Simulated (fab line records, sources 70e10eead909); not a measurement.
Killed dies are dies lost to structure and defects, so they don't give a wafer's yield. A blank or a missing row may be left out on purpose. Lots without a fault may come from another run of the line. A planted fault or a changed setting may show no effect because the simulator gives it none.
Chamber matching | flow nand_harc | NHARC_A_BLC_STRIP_21 on rie_diel-02: 4 sister chambers
The step strips in O2. 22 wafers are shown with their chamber, then 11 later ones without.

WAFERS WITH THEIR CHAMBER
wafer  | chamber | drypump_motor_current_A (A) | showerhead_plenum_p_Torr (Torr) | oes_product_au (a.u.)
L074.1 | 0       | 5.0                         | 3.34                            | 1.006
L074.2 | 1       | 5.2                         | 3.66                            | 0.997
L074.5 | 3       | 6.6                         | 3.61                            | 1.011
L079.2 | 1       | 5.2                         | 3.65                            | 1.029
L079.3 | 0       | 5.0                         | 3.34                            | 1.012
L079.6 | 1       | 5.2                         | 3.65                            | 1.021
L084.1 | 1       | 5.2                         | 3.65                            | 1.020
L084.2 | 3       | 6.6                         | 3.61                            | 0.991
L084.6 | 1       | 5.2                         | 3.65                            | 1.010
L085.1 | 2       | 6.2                         | 3.71                            | 0.975
L085.4 | 1       | 5.2                         | 3.65                            | 1.024
L085.5 | 2       | 6.2                         | 3.71                            | 0.979
L090.1 | 1       | 5.2                         | 3.65                            | 1.014
L090.3 | 3       | 6.7                         | 3.60                            | 1.003
L090.6 | 1       | 5.2                         | 3.65                            | 1.023
L088.2 | 0       | 5.0                         | 3.33                            | 1.009
L088.3 | 2       | 6.2                         | 3.71                            | 0.967
L088.6 | 1       | 5.2                         | 3.65                            | 1.008
L089.1 | 2       | 6.2                         | 3.71                            | 0.977
L089.2 | 0       | 5.0                         | 3.33                            | 1.009
L089.5 | 2       | 6.2                         | 3.71                            | 0.987
L091.1 | 0       | 5.0                         | 3.33                            | 1.018

SIGNATURES (means of the wafers above)
reading                  | chamber 0 | chamber 1 | chamber 2 | chamber 3 | scatter within a chamber
drypump_motor_current_A  | 5.000     | 5.200     | 6.200     | 6.633     | 0.0192
showerhead_plenum_p_Torr | 3.3340    | 3.6511    | 3.7100    | 3.6067    | 0.00391
oes_product_au           | 1.01080   | 1.01622   | 0.97700   | 1.00167   | 0.00844
Rule: a wafer's distance from a chamber is the root of the sum, over the readings, of the square of ((its reading less the chamber's mean) divided by the reading's scatter). The wafer belongs to the nearest chamber; if the next one is less than 2 further off, it can't be placed. The scatter: the root of (the sum of the squares of (reading less its chamber's mean) over the shown wafers, divided by (wafers less chambers)).

WAFERS WITHOUT THEIR CHAMBER
wafer  | drypump_motor_current_A (A) | showerhead_plenum_p_Torr (Torr) | oes_product_au (a.u.)
L091.4 | 6.6                         | 3.60                            | 1.006
L091.6 | 6.6                         | 3.60                            | 0.992
L094.1 | 5.0                         | 3.33                            | 1.018
L094.4 | 6.2                         | 3.71                            | 0.990
L094.6 | 5.0                         | 3.33                            | 1.012
L096.2 | 6.6                         | 3.60                            | 0.975
L096.4 | 5.3                         | 3.65                            | 0.999
L096.5 | 5.2                         | 3.65                            | 0.997
L097.2 | 6.6                         | 3.60                            | 0.987
L097.4 | 6.2                         | 3.71                            | 0.999
L097.6 | 6.6                         | 3.60                            | 0.986

WHICH CHAMBER EACH WENT THROUGH
wafer  | from the rows above | in truth
L091.4 | 3                   | 3
L091.6 | 3                   | 3
L094.1 | 0                   | 0
L094.4 | 2                   | 2
L094.6 | 0                   | 0
L096.2 | 3                   | 3
L096.4 | 1                   | 1
L096.5 | 1                   | 1
L097.2 | 3                   | 3
L097.4 | 2                   | 2
L097.6 | 3                   | 3
Placed correctly: 11 of 11. Can't be placed from these rows: 0. Placed wrongly: 0.
